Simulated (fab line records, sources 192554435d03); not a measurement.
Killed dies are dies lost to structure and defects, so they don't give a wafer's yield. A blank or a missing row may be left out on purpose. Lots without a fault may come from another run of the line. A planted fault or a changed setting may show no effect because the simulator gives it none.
Split-lot experiment | flow n5_finfet | 7 lots, 21 wafers read, on a route of 1938 steps

THE SPLIT
At N5_FIN_SAQP_SPACER1_ALD_24 (deposits SiO2, target thk 20.3 nm, pulse time 1 s, purge time 2 s), the setting temp_c was moved away from the recipe's 300 C on 12 of the 21 wafers read, by -4.3% to +3.1%. The other wafers ran this setting at the recipe's value.

FROM THE SPLIT TO THE READING: what the file shows between them, 2 steps
- N5_FIN_SAQP_SPACER1_ETCHBACK_25: etches SiO2 in CHF3/O2, target depth 24.4 nm, time 12.2 s
- N5_FIN_SAQP_MANDREL1_REMOVE_56: chemistry HBr/Cl2/O2, target a-Si, stops on SiNx, bt time 10 s

THE READING
cd_nm, in nm, at N5_FIN_SAQP_CD_MEAS_27 (target cd 20 nm). Fault-free wafers of this fab line usually give 20.25 nm, standard deviation 0.23 nm.

wafer  | tool, chamber at the split | temp_c as run, C | against the recipe | cd_nm, nm | against lot-mates on the recipe
L076.1 | ald_sin-03, 0              | 300              | recipe             | 20.42     | -
L076.2 | ald_sin-03, 3,1            | 291.2            | -2.9%              | 20.96     | +0.54
L076.3 | ald_sin-03, 3,1            | 291.2            | -2.9%              | 20.76     | +0.34
L077.1 | ald_sin-03, 2              | 300              | recipe             | 19.67     | -
L077.4 | ald_sin-03, 3              | 287              | -4.3%              | 21.22     | +1.55
L077.6 | ald_sin-03, 3              | 287              | -4.3%              | 21.30     | +1.63
L080.2 | ald_sin-02, 1              | 300              | recipe             | 20.05     | -
L080.3 | ald_sin-02, 2,0            | 287              | -4.3%              | 21.47     | +1.42
L080.5 | ald_sin-02, 2,0            | 287              | -4.3%              | 21.28     | +1.23
L083.2 | ald_sin-03, 0,2,0          | 288.5            | -3.8%              | 21.29     | no lot-mate on the recipe
L083.4 | ald_sin-03, 0,2,0          | 288.5            | -3.8%              | 21.10     | no lot-mate on the recipe
L083.6 | ald_sin-03, 0,2,0          | 288.5            | -3.8%              | 21.12     | no lot-mate on the recipe
L084.2 | ald_sin-03, 0,3            | 288.4            | -3.9%              | 21.10     | +1.29
L084.4 | ald_sin-03, 0,3            | 288.4            | -3.9%              | 20.99     | +1.18
L084.6 | ald_sin-03, 1              | 300              | recipe             | 19.81     | -
L093.1 | ald_sin-02, 1,2            | 300              | recipe             | 20.20     | -
L093.2 | ald_sin-02, 1,2            | 300              | recipe             | 20.19     | -
L093.4 | ald_sin-02, 0              | 309.3            | +3.1%              | 19.76     | -0.43
L094.2 | ald_sin-01, 1,2,3          | 300              | recipe             | 20.22     | -
L094.3 | ald_sin-01, 1,2,3          | 300              | recipe             | 20.18     | -
L094.4 | ald_sin-01, 1,2,3          | 300              | recipe             | 20.00     | -
Where a row lists several chambers, the file gives one row for several wafers and doesn't say which wafer went through which chamber.

THE FIT
A straight line over all 21 wafers: cd_nm changes by -0.251 nm for each +1% of temp_c; r = -0.95; the points scatter about the line by 0.2 nm.
The same after taking each lot's own level away (the mean of its wafers on the recipe; 18 wafers): -0.284 nm for each +1%; r = -0.95; scatter 0.23 nm.
On that fit, the largest move of temp_c shifts the reading by 1.2 nm.
The lots' own levels span 19.670 to 20.420 nm, that is 3.3 times the standard deviation above.
So the lot-to-lot level changes the slope: the two fits differ.
Check: with one of the wafers moved furthest among these (-4.3%) left out of the fit, the line predicts +1.23 nm for it against its lot-mates. It came out at +1.55 nm against them.

OTHER SPLITS ON THESE WAFERS
These wafers also went through other splits before the reading. Each is held against what the fit with the lots' levels taken away leaves over:
other split on the same wafers | wafers away from the commonest value | r with cd_nm (lot level and that fit taken away)
N5_WELL_APT_PEB_06 peb_time_s  | 5                                    | +0.10

THE WHOLE CHAIN: every reading that the file lists as answering this split, in the file's order
step                           | what it does                                                   | reading                                                         | change (the file's fit)               | r (the file's)
N5_FIN_SAQP_MANDREL1_REMOVE_56 | chemistry HBr/Cl2/O2, target a-Si, stops on SiNx, bt time 10 s | FIN_SAQP.cd_nm (the simulator's own value, which no gauge read) | -0.213 nm for each +1% of the setting | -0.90
N5_FIN_SAQP_CD_MEAS_27         | target cd 20 nm                                                | cd_nm                                                           | -0.283 nm for each +1% of the setting | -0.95

THE FILE'S OWN FIT
cd_nm changes by -0.283 nm for each +1% of temp_c, r = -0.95.
